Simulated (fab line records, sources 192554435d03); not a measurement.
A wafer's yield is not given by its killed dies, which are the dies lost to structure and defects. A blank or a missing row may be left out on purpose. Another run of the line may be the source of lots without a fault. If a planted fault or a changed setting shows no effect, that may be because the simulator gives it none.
fab line records + flow n5_finfet
record
- lots=7
- wafers=39
route steps=1938 shown DUMMY_GATE@237 SD_EPI_N@278 HKMG_FIN@413 MOL_CONTACT_COAG@541 BEOL_M4@1111
start_h: start of the lot's first displayed wafer, in hours after the record's first day + wait_h: hours since the lot's step before + " as in the row above + L1.1+2: one row covering several wafers at once + - no value, or no start was given + * or withheld: withheld + < > ~ a bound
route shown NAME@n: names a module that has steps shown in the file, with the first one's number in the route + usual: mean and standard deviation over wafers with no fault + same: alike in all rows + chamber/n: place in a boat + sites: the reading at each site + _std_site: their standard deviation + _edge_site: inner sites' mean taken away from outer sites' mean + radius_mm: for every site, how far away it sits from the centre of the wafer + mask NAME#n: copy n + behind: the tool/chamber that last shaped the wafer + hold: why the lot went on hold/how many hours it stayed there/how the hold came to an end + device: transistor that didn't switch, given as n, p or np + end of line: the same wafers' tests at the end of the route + step lacking rows: just its recipe + killed: dies lost to structure and defects at the first sort, not the wafer's yield + map: per-die view of a wafer (x killed, . not killed, _ where there is no die)
set.NAME: the run value of the setting; set.NAME@STEP: its run value at that earlier step + model.NAME: the simulator's own value behind a step, which no gauge read
one table per step and one row per wafer, for lots whose settings were changed on purpose
## steps
# step N5_DUMMY_GATE_ETCH_37
# recipe
- chemistry=N2/H2
- target=SOC
- target_depth_a=600
- overetch_a=300
- temp_c=40
- ion_energy_ev=200
- pressure_mtorr=30
- source_w=840
- bias_w=150
- n2_flow_sccm=200
- h2_flow_sccm=200
# step N5_DUMMY_GATE_ETCH_32
# recipe
- chemistry=CF4
- target=SiO2
- target_depth_a=35
- time_s=3.9
- ion_energy_ev=350
- pressure_mtorr=10
- icp_w=800
- bias_w=400
- cf4_flow_sccm=80
# step N5_DUMMY_GATE_ETCH_42
# recipe
- chemistry=CHF3/O2
- target=SiO2
- target_depth_a=35
- time_s=31
- ion_energy_ev=30
- bias_w=12
- pressure_mtorr=30
- source_w=600
- Ar_flow_sccm=200
- CHF3_flow_sccm=50
- O2_flow_sccm=5
# step N5_SD_EPI_N_ETCH_45
# recipe
- chemistry=CH3F/O2
- target=SiOCN
- target_depth_a=60
- mask_material=SOC
- ion_energy_ev=60
- bias_w=29
- pressure_mtorr=15
- source_w=410
- Ar_flow_sccm=150
- CH3F_flow_sccm=30
- O2_flow_sccm=20
# step N5_SD_EPI_N_LINER_46
# recipe
- material=SiNx
- target_thk_a=30
- temp_c=400
- ald_precursor_family=SiH2I2
- ald_co_reactant=N2/H2-plasma
- pressure_torr=2
# step N5_HKMG_FIN_CVD_62
# recipe
- material=a-Si
- target_thk_a=30
- temp_c=500
- precursor=Si2H6
- pressure_torr=1
- time_s=20.8
# step N5_HKMG_FIN_ALD_91
# recipe
- material=TiN
- target_thk_a=10
- temp_c=400
- ald_precursor_family=TiCl4
- ald_co_reactant=NH3
- pulse_time_s=1
- purge_time_s=3
- co_reactant_purge_time_s=2
- co_reactant_pulse_time_s=2
- ald_cycles=47
- pressure_torr=3
# step N5_MOL_CONTACT_COAG_IMPLANT_129
# recipe
- species=Ge
- energy_kev=3
- dose_cm2=6e+14
- tilt_deg=0
- rotation_deg=0
# step N5_MOL_CONTACT_COAG_EXPOSE_37
# recipe
- mask_id=VD
- na=0.33
- source_shape=annular
- sigma_inner=0.3
- sigma_outer=0.7
- polarization=unpolarized
- defocus_nm=0
- dose_mj=62
# step N5_BEOL_M4_RC_MEAS_101
# usual
- IOFF_N_LONG=5.5e-05/3.2e-06
- REXT_P=100.3/2.2
- VT_N_LONG=274.9/1.9
| lot.wafer | tool      | chamber | start_h | wait_h | set.source_w@DUMMY_GATE_ETCH_37 | set.time_s@DUMMY_GATE_ETCH_32 | set.bias_w@DUMMY_GATE_ETCH_42 | set.target_depth_a@SD_EPI_N_ETCH_45 | set.target_thk_a@SD_EPI_N_LINER_46 | set.target_thk_a@HKMG_FIN_CVD_62 | set.ald_cycles@HKMG_FIN_ALD_91 | set.energy_kev@MOL_CONTACT_COAG_IMPLANT_129 | set.dose_mj@MOL_CONTACT_COAG_EXPOSE_37 | IOFF_N_LONG[nA/um] | REXT_P[ohm.um] | VT_N_LONG[mV] |
|-----------|-----------|---------|---------|--------|---------------------------------|-------------------------------|-------------------------------|-------------------------------------|------------------------------------|----------------------------------|--------------------------------|---------------------------------------------|----------------------------------------|--------------------|----------------|---------------|
| L076.1    | prober-01 | 0       | 173.25  | 0.0    | 840                             | 3.9                           | 9.905                         | 57.99                               | 30                                 | 30                               | 47                             | 3                                           | 62                                     | 5.2e-05            | 101.4          | 275.9         |
| L076.2    | "         | 0       | "       | "      | 840                             | 4.503                         | 9.905                         | 57.99                               | 30                                 | 31.27                            | 47                             | 3                                           | 62                                     | 5.2e-05            | 101.5          | 275.0         |
| L076.3    | "         | 0       | "       | "      | 840                             | 4.503                         | 12                            | 60                                  | 26.35                              | 30                               | 47                             | 3                                           | 62                                     | 5.2e-05            | 97.9           | 279.3         |
| L076.4    | "         | 0       | "       | "      | 840                             | 3.9                           | 9.905                         | 60                                  | 26.35                              | 31.27                            | 45                             | 3                                           | 62                                     | 5.7e-05            | 97.2           | 267.7         |
| L076.5    | "         | 0       | "       | "      | 840                             | 3.9                           | 12                            | 60                                  | 30                                 | 30                               | 45                             | 3                                           | 62                                     | 5.9e-05            | 101.6          | 271.1         |
| L076.6    | "         | 0       | "       | "      | 840                             | 4.503                         | 12                            | 57.99                               | 26.35                              | 31.27                            | 45                             | 3                                           | 62                                     | 5.8e-05            | 97.6           | 274.7         |
| L080.1    | prober-01 | 0       | 201.04  | 0.0    | 840                             | 3.9                           | 12                            | 64.49                               | 30                                 | 28.76                            | 45                             | 3.662                                       | 60.16                                  | 7e-05              | 97.5           | 268.5         |
| L080.2    | "         | 0       | "       | "      | 902.7                           | 3.9                           | 13.2                          | 60                                  | 30                                 | 30                               | 45                             | 3.662                                       | 62                                     | 6.9e-05            | 100.1          | 269.0         |
| L080.3    | "         | 0       | "       | "      | 902.7                           | 3.9                           | 12                            | 64.49                               | 30                                 | 30                               | 47                             | 3                                           | 62                                     | 6.1e-05            | 98.0           | 273.3         |
| L080.4    | "         | 0       | "       | "      | 840                             | 3.9                           | 13.2                          | 60                                  | 30                                 | 28.76                            | 47                             | 3                                           | 60.16                                  | 6.2e-05            | 98.4           | 273.0         |
| L080.5    | "         | 0       | "       | "      | 902.7                           | 3.9                           | 12                            | 60                                  | 30                                 | 28.76                            | 45                             | 3                                           | 62                                     | 7e-05              | 99.2           | 263.4         |
| L080.6    | "         | 0       | "       | "      | 840                             | 3.9                           | 13.2                          | 64.49                               | 30                                 | 30                               | 47                             | 3.662                                       | 60.16                                  | 6.2e-05            | 100.5          | 270.5         |
| L081.1    | prober-02 | 0       | 202.78  | 0.0    | 707.4                           | 3.58                          | 12                            | 65.44                               | 26.09                              | 30                               | 47                             | 3                                           | 57.4                                   | 6e-05              | 95.5           | 273.5         |
| L081.2    | "         | 0       | "       | "      | 840                             | 3.9                           | 12                            | 60                                  | 26.09                              | 30                               | 44                             | 3                                           | 62                                     | 7.1e-05            | 95.1           | 267.1         |
| L081.3    | "         | 0       | "       | "      | 840                             | 3.9                           | 12                            | 65.44                               | 30                                 | 30                               | 47                             | 3                                           | 62                                     | 5.9e-05            | 98.2           | 276.2         |
| L081.4    | "         | 0       | "       | "      | 707.4                           | 3.9                           | 12                            | 60                                  | 30                                 | 30                               | 44                             | 3                                           | 57.4                                   | 7.2e-05            | 101.6          | 268.5         |
| L081.5    | "         | 0       | "       | "      | 840                             | 3.58                          | 12                            | 60                                  | 30                                 | 30                               | 47                             | 3                                           | 62                                     | 5.7e-05            | 99.6           | 273.6         |
| L081.6    | "         | 0       | "       | "      | 707.4                           | 3.58                          | 12                            | 65.44                               | 26.09                              | 30                               | 44                             | 3                                           | 57.4                                   | 7.1e-05            | 93.7           | 269.1         |
| L083.1    | prober-01 | 0       | 216.10  | 0.0    | 840                             | 4.282                         | 12                            | 61.99                               | 30                                 | 30                               | 46                             | 3                                           | 58.99                                  | 6.1e-05            | 101.9          | 269.8         |
| L083.2    | "         | 0       | "       | "      | 958.9                           | 4.282                         | 10.31                         | 61.99                               | 32.95                              | 30                               | 46                             | 3                                           | 62                                     | 6.3e-05            | 105.4          | 270.3         |
| L083.3    | "         | 0       | "       | "      | 840                             | 3.9                           | 10.31                         | 60                                  | 30                                 | 30                               | 47                             | 3                                           | 58.99                                  | 5.8e-05            | 101.0          | 272.9         |
| L083.4    | "         | 0       | "       | "      | 958.9                           | 4.282                         | 10.31                         | 60                                  | 30                                 | 30                               | 47                             | 3                                           | 62                                     | 5.9e-05            | 102.1          | 274.0         |
| L083.5    | "         | 0       | "       | "      | 840                             | 3.9                           | 12                            | 61.99                               | 32.95                              | 30                               | 47                             | 3                                           | 62                                     | 5.8e-05            | 104.7          | 274.3         |
| L083.6    | "         | 0       | "       | "      | 958.9                           | 3.9                           | 12                            | 60                                  | 32.95                              | 30                               | 46                             | 3                                           | 58.99                                  | 6.3e-05            | 105.9          | 271.4         |
| L088.1    | prober-02 | 0       | 251.41  | 0.0    | 840                             | 3.9                           | 12                            | 60                                  | 30                                 | 30                               | 47                             | 3                                           | 62                                     | 6e-05              | 96.5           | 274.6         |
| L088.3    | "         | 0       | "       | "      | 840                             | 3.9                           | 12                            | 60                                  | 30                                 | 30                               | 47                             | 3                                           | 62                                     | 6.1e-05            | 97.9           | 272.6         |
| L088.6    | "         | 0       | "       | "      | 840                             | 3.9                           | 12                            | 60                                  | 30                                 | 30                               | 47                             | 3                                           | 62                                     | 5.9e-05            | 99.2           | 273.7         |
| L089.1    | prober-01 | 0       | 251.47  | 0.0    | 772.8                           | 3.9                           | 12                            | 62.2                                | 30                                 | 26                               | 45                             | 3                                           | 57.93                                  | 6.8e-05            | 102.9          | 269.2         |
| L089.2    | "         | 0       | "       | "      | 840                             | 3.9                           | 12                            | 60                                  | 33.47                              | 26                               | 45                             | 3.567                                       | 62                                     | 6.7e-05            | 110.6          | 268.8         |
| L089.3    | "         | 0       | "       | "      | 772.8                           | 3.9                           | 12                            | 60                                  | 33.47                              | 30                               | 45                             | 3                                           | 62                                     | 6.6e-05            | 107.7          | 270.0         |
| L089.4    | "         | 0       | "       | "      | 840                             | 3.9                           | 12                            | 62.2                                | 30                                 | 30                               | 47                             | 3                                           | 57.93                                  | 5.7e-05            | 105.5          | 274.7         |
| L089.5    | "         | 0       | "       | "      | 840                             | 3.9                           | 12                            | 62.2                                | 33.47                              | 30                               | 47                             | 3.567                                       | 57.93                                  | 5.9e-05            | 110.6          | 273.5         |
| L089.6    | "         | 0       | "       | "      | 772.8                           | 3.9                           | 12                            | 60                                  | 30                                 | 26                               | 47                             | 3.567                                       | 62                                     | 5.7e-05            | 102.7          | 271.5         |
| L095.1    | prober-01 | 0       | 295.35  | 0.0    | 729                             | 3.9                           | 13.15                         | 60                                  | 26.72                              | 30                               | 46                             | 3.75                                        | 64.82                                  | 6.1e-05            | 97.2           | 271.4         |
| L095.2    | "         | 0       | "       | "      | 840                             | 3.9                           | 12                            | 60                                  | 30                                 | 30                               | 47                             | 3                                           | 62                                     | 5.7e-05            | 103.0          | 274.4         |
| L095.3    | "         | 0       | "       | "      | 729                             | 3.9                           | 12                            | 60                                  | 26.72                              | 30                               | 47                             | 3.75                                        | 64.82                                  | 5.7e-05            | 97.3           | 274.5         |
| L095.4    | "         | 0       | "       | "      | 729                             | 3.9                           | 13.15                         | 60                                  | 30                                 | 30                               | 46                             | 3                                           | 64.82                                  | 6.1e-05            | 101.9          | 272.0         |
| L095.5    | "         | 0       | "       | "      | 840                             | 3.9                           | 12                            | 60                                  | 30                                 | 30                               | 46                             | 3.75                                        | 62                                     | 6.1e-05            | 101.7          | 269.7         |
| L095.6    | "         | 0       | "       | "      | 840                             | 3.9                           | 13.15                         | 60                                  | 26.72                              | 30                               | 47                             | 3                                           | 62                                     | 5.7e-05            | 96.9           | 274.0         |
## key
split
- step=N5_DUMMY_GATE_ETCH_37
- setting=source_w
- stated_as=840
response none clear
split
- step=N5_DUMMY_GATE_ETCH_32
- setting=time_s
- stated_as=3.9
response none clear
split
- step=N5_DUMMY_GATE_ETCH_42
- setting=bias_w
- stated_as=12
response none clear
split
- step=N5_SD_EPI_N_ETCH_45
- setting=target_depth_a
- stated_as=60
response none clear
split
- step=N5_SD_EPI_N_LINER_46
- setting=target_thk_a
- stated_as=30
response
- step=N5_BEOL_M4_RC_MEAS_101
- reading=REXT_P
- slope=+0.407
- per=1%
- together_with=all
- explained=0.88
split
- step=N5_HKMG_FIN_CVD_62
- setting=target_thk_a
- stated_as=30
response none clear
split
- step=N5_HKMG_FIN_ALD_91
- setting=ald_cycles
- stated_as=47
response
- step=N5_BEOL_M4_RC_MEAS_101
- reading=IOFF_N_LONG
- slope=-1.86e-06
- per=1%
- together_with=all
- explained=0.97
response
- step=N5_BEOL_M4_RC_MEAS_101
- reading=VT_N_LONG
- slope=+1.11
- per=1%
- together_with=all
- explained=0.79
split
- step=N5_MOL_CONTACT_COAG_IMPLANT_129
- setting=energy_kev
- stated_as=3
response none clear
split
- step=N5_MOL_CONTACT_COAG_EXPOSE_37
- setting=dose_mj
- stated_as=62
response none clear
